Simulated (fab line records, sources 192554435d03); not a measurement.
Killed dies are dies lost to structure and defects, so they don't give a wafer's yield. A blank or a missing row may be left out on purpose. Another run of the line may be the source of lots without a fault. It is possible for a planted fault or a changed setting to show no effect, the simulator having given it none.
Code-filled problem report in 8D (eight disciplines) form -- flow n5 finfet -- the parts of the form that need people (team, actions taken, sign-off) are left out

== 1. THE ISSUE ==
At N5_MOL_CONTACT_COAG_ETCH_47, etch rf on time s averages 22.5 s over 3 wafers from 2 lots, while fault-free wafers read 31.0 s, standard deviation 0.57. That is -15 standard deviations from the usual mean.
The step: etches SiNx in CH3F/O2, stops on W, target depth 27 nm.
First seen on wafer L753.3, day 8 06:10, on rie diel-02. Wafers with a number at this step in the record: 18, from 6 lots. By rule, "out" or "out of limits" means more than 4 standard deviations away from the usual mean. The rest of the wafers with a number are treated as sound.

== 2. WHAT THIS IS AND IS NOT ==
question,is,is not
which readings at this step,etch rf on time s,"bias w, drypump motor current A, oes_ar_750_au, oes_o_777_au, oes product au, rf vpp V, showerhead plenum p Torr, throttle valve pct"
which lots,"L753, L754","L748, L751, L752, L762"
which wafers of those lots,"L753.3, L754.2, L754.6","L753.4, L753.5, L754.5"
read on which tools,rie diel-02,"rie diel-03, rie diel-06"
when,from day 8 06:10,"up to then (11 sound wafers); but 4 sound wafers of L754, L762 came after"

== 3. SUSPECTS, AND WHAT RULES EACH OUT ==
Counting: if a tool at a process step up to the reading ran every lot that is out, it stays a suspect. Sound lots after the first of them don't rule it out here, since some wafers of a struck lot are sound.
- rie diel-02 at N5_MOL_CONTACT_COAG_ETCHBACK_132 (etches SiO2 in CHF3, target depth 10 nm, time 6.7 s): kept. Ran every lot that is out, first one L753 (day 8 05:55); last sound lot up to then L748 (day 6 20:09).
- rie diel-02 at N5_MOL_CONTACT_COAG_ETCH_91 (etches SOC in N2/H2, target depth 60 nm, overetch 21 nm, time 101.2 s): kept. Ran every lot that is out, first one L753 (day 8 05:56); last sound lot up to then L748 (day 6 20:11).
- rie diel-02 at N5_MOL_CONTACT_COAG_ETCH_47 (etches SiNx in CH3F/O2, stops on W, target depth 27 nm): kept. Ran every lot that is out, first one L753 (day 8 06:10); last sound lot up to then L748 (day 6 20:25). Its own readings are out on those wafers: etch rf on time s.
- Within rie diel-02 at N5_MOL_CONTACT_COAG_ETCHBACK_132: the wafers that are out ran in chamber 1; their sound lot-mates ran in chambers 2, 3.
- Within rie diel-02 at N5_MOL_CONTACT_COAG_ETCH_91: the wafers that are out ran in chamber 1; their sound lot-mates ran in chambers 2, 3.
- Within rie diel-02 at N5_MOL_CONTACT_COAG_ETCH_47: the wafers that are out ran in chamber 1; their sound lot-mates ran in chambers 2, 3.
Still standing after the count: rie diel-02 at N5_MOL_CONTACT_COAG_ETCHBACK_132, rie diel-02 at N5_MOL_CONTACT_COAG_ETCH_91, rie diel-02 at N5_MOL_CONTACT_COAG_ETCH_47.

== 4. THE CAUSE (what the simulator had put in) ==
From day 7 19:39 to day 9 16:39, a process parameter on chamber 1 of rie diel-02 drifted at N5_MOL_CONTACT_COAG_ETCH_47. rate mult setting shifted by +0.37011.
After counting, 3 suspects remain, this tool included.

== 5. THE EFFECT CHAIN, in route order ==
Each row: a reading where the mean over the struck wafers with a number is more than 3 standard deviations away from the usual. Only readings whose record carries a usual standard deviation are examined. hours: median over the lots of the time between each lot's start at the first step of this table that gives one and its start at this step. sigmas: the change, counted in usual standard deviations.
hours,step,reading,usual,on struck wafers,change,sigmas
0,N5_MOL_CONTACT_COAG_ETCH_47,etch rf on time s,31.0 s,22.5,-8.5,-15
It contains these process steps:
- N5_MOL_CONTACT_COAG_ETCH_47: etches SiNx in CH3F/O2, stops on W, target depth 27 nm.
At these later measuring or inspecting steps, every struck wafer for which the step has a row has a number for every such reading, and none has moved that far: N5_BEOL_M4_RC_MEAS_101.

== 6. WHAT WOULD HAVE CAUGHT IT SOONER ==
11 hours passed between the start of the fault at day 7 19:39 and the first reading out of limits in this record, taken at day 8 06:10.
